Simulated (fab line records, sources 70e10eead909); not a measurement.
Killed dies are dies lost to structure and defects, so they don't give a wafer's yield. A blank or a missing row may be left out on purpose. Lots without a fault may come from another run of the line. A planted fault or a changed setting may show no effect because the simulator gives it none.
One fault seen from 2 desks | flow nand_harc | each desk has only its own numbers; what lay behind them comes last

THE TOOL OWNER'S DESK: litho_track-04
The tool's own readings at NHARC_A_CONTACT_SOFTBAKE_37 (time 55 s): means of the sampled wafers that have a number, for each lot that ran on this tool. A lot is out of limits, marked OUT, if its mean lies more than 4 standard deviations from the usual mean; the brackets give that distance.
Columns: A = heater_power_total_W at NHARC_A_CONTACT_SOFTBAKE_37, usual 188.45 W
lot  | first seen here | A
L871 | day 16 04:00    | 188.50
L875 | day 16 17:00    | 188.32
L881 | day 18 20:00    | 205.52 (+99 or more) OUT
L880 | day 19 03:00    | 211.18 (+99 or more) OUT
This desk's finding: out of limits on L880, L881; first on L881, day 18 20:00 (heater_power_total_W at NHARC_A_CONTACT_SOFTBAKE_37). In limits: L871, L875.

THE DEFECT DESK
What the inspections along the route counted, lot by lot: means of the sampled wafers that have a number. A lot is out of limits, marked OUT, if its mean lies more than 4 standard deviations from the usual mean; the brackets give that distance.
Columns: A = raw_defect_count at NHARC_A_WL_FILL_INSPECT_15, usual 400
lot  | first seen here | A
L871 | day 16 01:20    | 564
L872 | day 16 01:40    | 576
L875 | day 16 14:13    | 335
L878 | day 18 00:31    | 361
L881 | day 18 15:48    | 400
L880 | day 19 00:07    | 287
L884 | day 19 06:47    | 409
L883 | day 19 11:35    | 326
L888 | day 20 12:31    | 297
L891 | day 21 05:43    | 472
L893 | day 21 13:47    | 359
L892 | day 21 19:59    | 271
L894 | day 22 16:27    | 498
This desk's finding: nothing out of limits on any of the 13 lots.

PUT TOGETHER
The tool owner's desk could have raised an alarm at day 18 20:00, on L880, L881.
The defect desk saw nothing out of limits.
The defect desk has L880, L881 on record, within its limits.
Of the lots named, all ran NHARC_A_CONTACT_SOFTBAKE_37 on litho_track-04.

WHAT THE SIMULATOR HAD PUT IN
Process parameter drift: litho_track-04, from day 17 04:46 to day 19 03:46, at NHARC_A_CONTACT_SOFTBAKE_37. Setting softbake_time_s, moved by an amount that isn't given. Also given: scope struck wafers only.
Lots struck among those shown: L880, L881.
Hours from the fault's start to each desk's first reading out of limits: the tool owner's desk, 39.
